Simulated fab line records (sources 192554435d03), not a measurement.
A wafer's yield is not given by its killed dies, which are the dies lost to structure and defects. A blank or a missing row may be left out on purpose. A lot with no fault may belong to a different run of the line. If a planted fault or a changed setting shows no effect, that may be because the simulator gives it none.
fab line records + flow n5-finfet
record:
- lots: 6
- wafers: 18
- last-day: 18
route steps=1938 shown BEOL_M2@929 BEOL_M3@931
lots that met no fault: taken from a fault-free run of the same line
start-h: start of the lot's first displayed wafer, in hours after the record's first day + wait-h: hours from the lot's prior step to this one + " identical to the entry in the row above + L1.1+2: a row that stands for several wafers + - either no value or no given start + * or withheld: withheld + < > ~ a bound
route shown NAME@n: a module of which the file shows steps, and the number in the route of the first + usual: mean and standard deviation over wafers with no fault + same: alike in all rows + chamber/n: place in a boat + sites: per-site readings + _std_site: standard deviation of those values + _edge_site: the outer-site mean with the inner-site mean subtracted + radius-mm: for every site, how far away it sits from the centre of the wafer + mask NAME#n: copy n + behind: tool/chamber where the wafer was last shaped + hold: why the lot was held/for how many hours/how that ended + device: whichever transistor did not switch (one of n, p or np) + end of line: tests of these same wafers at the route's end + for a step that has no rows: nothing shown but its recipe + killed: at the first sort, the dies lost to defects and structure; wafer yield is something else + map: a wafer's dies, marking killed ones x, the rest . and places with no die _
set.NAME: the setting as run; set.NAME@STEP: as run at that earlier step + model.NAME: the simulator's own value behind a step, which no gauge read
a table for each step, a row for each wafer; lots at some steps of the route
services: from which hour (start-h, from the record's first day; less than 0 if before it) a tool's chamber was out of use, for how many hours, and why
== steps ==
step: N5_BEOL_M2_RS_MEAS_58
recipe:
- thk-meas-gauge: four-point-probe
- reads: Co_of_BEOL_M2_CO_CAP_55+Cu_of_BEOL_M2_ECD_50+Co_of_BEOL_M2_CVD_47+TaN_of_BEOL_M2_ALD_84
usual:
- M2_RS: 0.663/0.03
| lot.wafer | tool          | chamber | start-h | wait-h | M2_RS[ohm/sq] |
|-----------|---------------|---------|---------|--------|---------------|
| L476.3    | film-metro-01 | -       | 173.33  | 0.1    | 0.652         |
| L476.4    | "             | -       | "       | "      | 0.658         |
| L476.6    | "             | -       | "       | "      | 0.639         |
| L483.2    | film-metro-02 | -       | 213.45  | 0.1    | 0.657         |
| L483.4    | "             | -       | "       | "      | 0.606         |
| L483.5    | "             | -       | "       | "      | 0.687         |
| L484.2    | film-metro-02 | -       | 221.49  | 0.1    | 0.654         |
| L484.4    | "             | -       | "       | "      | 0.691         |
| L484.5    | "             | -       | "       | "      | 0.751         |
| L492.1    | film-metro-01 | -       | 256.96  | 0.1    | 0.690         |
| L492.3    | "             | -       | "       | "      | 0.651         |
| L492.6    | "             | -       | "       | "      | 0.637         |
| L494.2    | film-metro-01 | -       | 272.49  | 0.1    | 0.688         |
| L494.3    | "             | -       | "       | "      | 0.641         |
| L494.6    | "             | -       | "       | "      | 0.625         |
| L496.1    | film-metro-01 | -       | 284.45  | 0.0    | 0.673         |
| L496.2    | "             | -       | "       | "      | 0.705         |
| L496.3    | "             | -       | "       | "      | 0.649         |
step: N5_BEOL_M2_INSPECT_59
recipe:
- inspect-instrument: darkfield
- mode: post-dep
usual:
- raw-defect-count: 65/26
| lot.wafer | tool              | chamber | start-h | wait-h | raw-defect-count |
|-----------|-------------------|---------|---------|--------|------------------|
| L476.3    | defect-inspect-02 | -       | 173.35  | 0.0    | 88               |
| L476.4    | "                 | -       | "       | "      | 54               |
| L476.6    | "                 | -       | "       | "      | 45               |
| L483.2    | defect-inspect-02 | -       | 213.48  | 0.0    | 41               |
| L483.4    | "                 | -       | "       | "      | 65               |
| L483.5    | "                 | -       | "       | "      | 82               |
| L484.2    | defect-inspect-01 | -       | 221.51  | 0.0    | 50               |
| L484.4    | "                 | -       | "       | "      | 66               |
| L484.5    | "                 | -       | "       | "      | 30               |
| L492.1    | defect-inspect-01 | -       | 256.99  | 0.0    | 55               |
| L492.3    | "                 | -       | "       | "      | 97               |
| L492.6    | "                 | -       | "       | "      | 65               |
| L494.2    | defect-inspect-02 | -       | 272.51  | 0.0    | 89               |
| L494.3    | "                 | -       | "       | "      | 52               |
| L494.6    | "                 | -       | "       | "      | 33               |
| L496.1    | defect-inspect-02 | -       | 284.48  | 0.0    | 62               |
| L496.2    | "                 | -       | "       | "      | 156              |
| L496.3    | "                 | -       | "       | "      | 70               |
step: N5_BEOL_M3_ILD_DEP_00
recipe:
- material: SiOC
- target-thk-a: 790
- temp-c: 350
- precursor: DEMS/O2
- pressure-torr: 5
- rf-w: 500
- time-s: 15.3
usual:
- heater-power-w: 477/58
- showerhead-plenum-p-Torr: 5.701/0.015
- throttle-valve-pct: 12.1/0.88
same:
- time-s: 15.3
| lot.wafer | tool     | chamber | start-h | wait-h | heater-power-w | showerhead-plenum-p-Torr | throttle-valve-pct |
|-----------|----------|---------|---------|--------|----------------|--------------------------|--------------------|
| L476.3    | pecvd-01 | 1       | 173.39  | 0.0    | 413            | 5.722                    | 13.2               |
| L476.4    | "        | 1       | "       | "      | 408            | 5.721                    | 13.2               |
| L476.6    | "        | 2       | "       | "      | 500            | 5.689                    | 10.9               |
| L483.2    | pecvd-01 | 2       | 213.51  | 0.0    | 457            | 5.697                    | 10.7               |
| L483.4    | "        | 2       | "       | "      | 469            | 5.702                    | 10.8               |
| L483.5    | "        | 1       | "       | "      | 426            | 5.712                    | 12.9               |
| L484.2    | pecvd-04 | 1       | 221.55  | 0.0    | 488            | 5.669                    | 12.1               |
| L484.4    | "        | 0       | "       | "      | 467            | 5.707                    | 12.2               |
| L484.5    | "        | 2       | "       | "      | 544            | 5.695                    | 12.3               |
| L492.1    | pecvd-04 | 2       | 257.03  | 0.0    | 537            | 5.689                    | 12.1               |
| L492.3    | "        | 0       | "       | "      | 503            | 5.700                    | 12.3               |
| L492.6    | "        | 0       | "       | "      | 501            | 5.707                    | 12.2               |
| L494.2    | pecvd-03 | 0       | 272.55  | 0.0    | 544            | 5.685                    | 11.5               |
| L494.3    | "        | 1       | "       | "      | 490            | 5.720                    | 12.2               |
| L494.6    | "        | 2       | "       | "      | 414            | 5.692                    | 11.3               |
| L496.1    | pecvd-04 | 1       | 284.52  | 0.0    | 446            | 5.698                    | 12.2               |
| L496.2    | "        | 2       | "       | "      | 508            | 5.695                    | 12.5               |
| L496.3    | "        | 0       | "       | "      | 498            | 5.702                    | 11.9               |
step: N5_BEOL_M3_THK_MEAS_01
recipe:
- reads: SiOC_of_BEOL_M3_ILD_DEP_00
usual:
- M3_ILD_THK: 79.1/1.1
| lot.wafer | tool          | chamber | start-h | wait-h | M3_ILD_THK[nm] |
|-----------|---------------|---------|---------|--------|----------------|
| L476.3    | film-metro-02 | -       | 173.46  | 0.1    | 79.2           |
| L476.4    | "             | -       | "       | "      | 80.3           |
| L476.6    | "             | -       | "       | "      | 79.7           |
| L483.2    | film-metro-01 | -       | 213.58  | 0.1    | 79.0           |
| L483.4    | "             | -       | "       | "      | 80.0           |
| L483.5    | "             | -       | "       | "      | 80.4           |
| L484.2    | film-metro-01 | -       | 221.62  | 0.1    | 77.8           |
| L484.4    | "             | -       | "       | "      | 78.6           |
| L484.5    | "             | -       | "       | "      | 77.4           |
| L492.1    | film-metro-01 | -       | 257.09  | 0.0    | 76.5           |
| L492.3    | "             | -       | "       | "      | 77.4           |
| L492.6    | "             | -       | "       | "      | 77.9           |
| L494.2    | film-metro-02 | -       | 272.62  | 0.1    | 79.9           |
| L494.3    | "             | -       | "       | "      | 77.3           |
| L494.6    | "             | -       | "       | "      | 80.1           |
| L496.1    | film-metro-01 | -       | 284.58  | 0.0    | 79.3           |
| L496.2    | "             | -       | "       | "      | 76.9           |
| L496.3    | "             | -       | "       | "      | 77.5           |
step: N5_BEOL_M3_PECVD_72
recipe:
- material: SiO2
- target-thk-a: 160
- temp-c: 400
- precursor: TEOS/O2
- pressure-torr: 5.5
- rf-w: 450
- teos-flow-sccm: 53.8
- gas: O2
- flow-sccm: 3000
- time-s: 18
usual:
- heater-power-w: 717/88
- showerhead-plenum-p-Torr: 8.83/0.072
- throttle-valve-pct: 22.4/1.5
same:
- time-s: 18
| lot.wafer | tool     | chamber | start-h | wait-h | heater-power-w | showerhead-plenum-p-Torr | throttle-valve-pct |
|-----------|----------|---------|---------|--------|----------------|--------------------------|--------------------|
| L476.3    | pecvd-03 | 2       | 173.49  | 0.0    | 619            | 8.77                     | 21.4               |
| L476.4    | "        | 0       | "       | "      | 743            | 8.76                     | 21.5               |
| L476.6    | "        | 2       | "       | "      | 603            | 8.77                     | 21.7               |
| L483.2    | pecvd-04 | 1       | 213.62  | 0.0    | 619            | 8.74                     | 23.4               |
| L483.4    | "        | 2       | "       | "      | 813            | 8.78                     | 22.7               |
| L483.5    | "        | 0       | "       | "      | 605            | 8.84                     | 22.9               |
| L484.2    | pecvd-01 | 2       | 221.66  | 0.0    | 816            | 8.84                     | 20.2               |
| L484.4    | "        | 2       | "       | "      | 818            | 8.79                     | 20.3               |
| L484.5    | "        | 1       | "       | "      | 553            | 8.87                     | 24.6               |
| L492.1    | pecvd-04 | 1       | 257.13  | 0.0    | 727            | 8.72                     | 23.1               |
| L492.3    | "        | 2       | "       | "      | 809            | 8.79                     | 23.0               |
| L492.6    | "        | 2       | "       | "      | 810            | 8.78                     | 23.0               |
| L494.2    | pecvd-01 | 2       | 272.65  | 0.0    | 810            | 8.84                     | 20.4               |
| L494.3    | "        | 0       | "       | "      | 676            | 8.88                     | 25.1               |
| L494.6    | "        | 1       | "       | "      | 549            | 8.87                     | 24.4               |
| L496.1    | pecvd-01 | 2       | 284.62  | 0.0    | 818            | 8.83                     | 20.4               |
| L496.2    | "        | 0       | "       | "      | 666            | 8.88                     | 25.2               |
| L496.3    | "        | 1       | "       | "      | 556            | 8.88                     | 24.3               |
step: N5_BEOL_M3_HM_DEP_02
recipe:
- material: TiN
- target-thk-a: 200
- temp-c: 25
- chamber-pressure-pa: 0.49996
usual:
- throttle-valve-pct: 30.2/1.1
| lot.wafer | tool           | chamber | start-h | wait-h | throttle-valve-pct |
|-----------|----------------|---------|---------|--------|--------------------|
| L476.3    | pvd-sputter-03 | -       | 175.30  | 1.8    | 29.0               |
| L476.4    | "              | -       | "       | "      | 30.0               |
| L476.6    | "              | -       | "       | "      | 31.7               |
| L483.2    | pvd-sputter-02 | -       | 213.76  | 0.1    | 29.6               |
| L483.4    | "              | -       | "       | "      | 31.9               |
| L483.5    | "              | -       | "       | "      | 31.5               |
| L484.2    | pvd-sputter-01 | -       | 222.08  | 0.4    | 31.0               |
| L484.4    | "              | -       | "       | "      | 29.4               |
| L484.5    | "              | -       | "       | "      | 31.0               |
| L492.1    | pvd-sputter-03 | -       | 257.59  | 0.4    | 31.7               |
| L492.3    | "              | -       | "       | "      | 29.6               |
| L492.6    | "              | -       | "       | "      | 31.6               |
| L494.2    | pvd-sputter-03 | -       | 274.99  | 2.3    | 29.8               |
| L494.3    | "              | -       | "       | "      | 30.6               |
| L494.6    | "              | -       | "       | "      | 32.0               |
| L496.1    | pvd-sputter-01 | -       | 284.95  | 0.3    | 31.2               |
| L496.2    | "              | -       | "       | "      | 30.9               |
| L496.3    | "              | -       | "       | "      | 29.5               |
step: N5_BEOL_M3_COAT_61
recipe:
- resist: SOC
- temp-c: 250
- time-s: 60
- spin-rpm: 1500
- resist-thk-nm: 60
step: N5_BEOL_M3_COAT_62
recipe:
- resist: SiARC
- temp-c: 220
- time-s: 60
- spin-rpm: 1500
- resist-thk-nm: 12
step: N5_BEOL_M3_COAT_73
recipe:
- resist: underlayer
- temp-c: 205
- time-s: 60
- spin-rpm: 1500
- resist-thk-nm: 5
step: N5_BEOL_M3_COAT_05
recipe:
- resist: CAR-EUV
- spin-rpm: 1500
- resist-thk-nm: 30
step: N5_BEOL_M3_EBR_07
recipe:
- solvent: PGMEA
- ebr-width-mm: 1.5
step: N5_BEOL_M3_SOFTBAKE_06
recipe:
- temp-c: 110
- time-s: 60
- resist: CAR-EUV
step: N5_BEOL_M3_EXPOSE_08
recipe:
- mask-id: M3
- na: 0.33
- source-shape: dipole
- sigma-inner: 0.369
- sigma-outer: 0.767
- polarization: unpolarized
- dose-mj: 33
usual:
- dipole-opening-deg: 79.7/0
- exposure-dose-mJ-cm2: 33.17/0.27
| lot.wafer | tool           | chamber | start-h | wait-h | mask | dipole-opening-deg | exposure-dose-mJ-cm2 |
|-----------|----------------|---------|---------|--------|------|--------------------|----------------------|
| L476.3    | euv-scanner-02 | 0       | 175.70  | -      | M3#0 | 79.7               | 32.98                |
| L476.4    | "              | 0       | "       | "      | M3#0 | 79.7               | 32.98                |
| L476.6    | "              | 0       | "       | "      | M3#0 | 79.7               | 32.94                |
| L483.2    | euv-scanner-01 | -       | 214.15  | -      | M3#0 | -                  | -                    |
| L483.4    | "              | -       | "       | "      | M3#0 | -                  | -                    |
| L483.5    | "              | -       | "       | "      | M3#0 | -                  | -                    |
| L484.2    | euv-scanner-02 | -       | 222.53  | -      | M3#0 | -                  | -                    |
| L484.4    | "              | -       | "       | "      | M3#0 | -                  | -                    |
| L484.5    | "              | -       | "       | "      | M3#0 | -                  | -                    |
| L492.1    | euv-scanner-02 | 0       | 257.85  | -      | M3#0 | 79.7               | 32.97                |
| L492.3    | "              | 0       | "       | "      | M3#0 | 79.7               | 33.03                |
| L492.6    | "              | 0       | "       | "      | M3#0 | 79.7               | 33.02                |
| L494.2    | euv-scanner-02 | 0       | 275.26  | -      | M3#0 | 79.7               | 32.96                |
| L494.3    | "              | 0       | "       | "      | M3#0 | 79.7               | 32.97                |
| L494.6    | "              | 0       | "       | "      | M3#0 | 79.7               | 32.97                |
| L496.1    | euv-scanner-02 | 0       | 285.21  | -      | M3#0 | 79.7               | 32.97                |
| L496.2    | "              | 0       | "       | "      | M3#0 | 79.7               | 33.01                |
| L496.3    | "              | 0       | "       | "      | M3#0 | 79.7               | 32.95                |
step: N5_BEOL_M3_PEB_09
recipe:
- peb-temp-c: 100
- peb-time-s: 60
- resist: CAR-EUV
== services ==
| tool           | chamber | start-h | hours | kind                          |
|----------------|---------|---------|-------|-------------------------------|
| euv-scanner-02 | -       | 151.03  | 1.0   | pm                            |
| euv-scanner-01 | -       | 153.30  | -     | calibration                   |
| pecvd-01       | -       | 154.39  | 1.6   | repair                        |
| euv-scanner-01 | -       | 178.11  | 1.0   | pm                            |
| euv-scanner-02 | 0       | 179.89  | -     | calibration                   |
| pecvd-03       | -       | 186.52  | 0.8   | repair                        |
| euv-scanner-01 | -       | 192.09  | 5.8   | pm                            |
| pecvd-03       | 2       | 202.38  | -     | clean                         |
| pecvd-03       | 2       | 202.38  | -     | consumable-replace:showerhead |
| pecvd-03       | 2       | 202.38  | 29.0  | scheduled-down                |
| pecvd-03       | 2       | 202.38  | 29.0  | vent-cycle                    |
| euv-scanner-02 | -       | 206.50  | 4.6   | pm                            |
| euv-scanner-01 | -       | 216.23  | 10.8  | repair                        |
| pecvd-01       | 0       | 221.01  | 1.7   | repair                        |
| pecvd-01       | -       | 224.83  | 0.8   | repair                        |
| pecvd-04       | -       | 227.99  | 28.1  | pm                            |
| pecvd-01       | 2       | 230.32  | 2.1   | scheduled-down                |
| euv-scanner-01 | -       | 234.26  | 1.0   | pm                            |
| pecvd-01       | -       | 243.92  | 14.6  | pm                            |
| euv-scanner-01 | -       | 250.23  | 1.5   | repair                        |
| pecvd-03       | 1       | 252.32  | 5.5   | scheduled-down                |
| euv-scanner-02 | -       | 263.33  | 1.0   | pm                            |
| euv-scanner-01 | -       | 265.31  | 8.6   | repair                        |
| pecvd-04       | -       | 272.95  | 0.7   | repair                        |
== key ==
first-sign:
- step: N5_BEOL_M3_EXPOSE_08
- reading: tool-record
- direction: missing
effect none on later readings
met-at N5_BEOL_M3_EXPOSE_08
struck-wafers L483.2,L483.4,L483.5,L484.2,L484.4,L484.5
later-rows-left-out L483.2,L483.4,L483.5,L484.2,L484.4,L484.5
sort-left-out L483.2,L483.4,L483.5,L484.2,L484.4,L484.5
onset-between 175.70 214.15
fault:
- kind: skipped-step-whole
- tool: euv-scanner-01,euv-scanner-02
- chamber: -
- onset-h: 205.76
- steps: N5_BEOL_M3_EXPOSE_08
- scope: struck-lots-only
sort-left-out: the simulated sort isn't trusted on such a fault, so these wafers' sort isn't shown, and their yield isn't known
later-rows-left-out: the simulator's readings of these wafers behind a module that went badly wrong aren't trusted and aren't shown, but for the sort
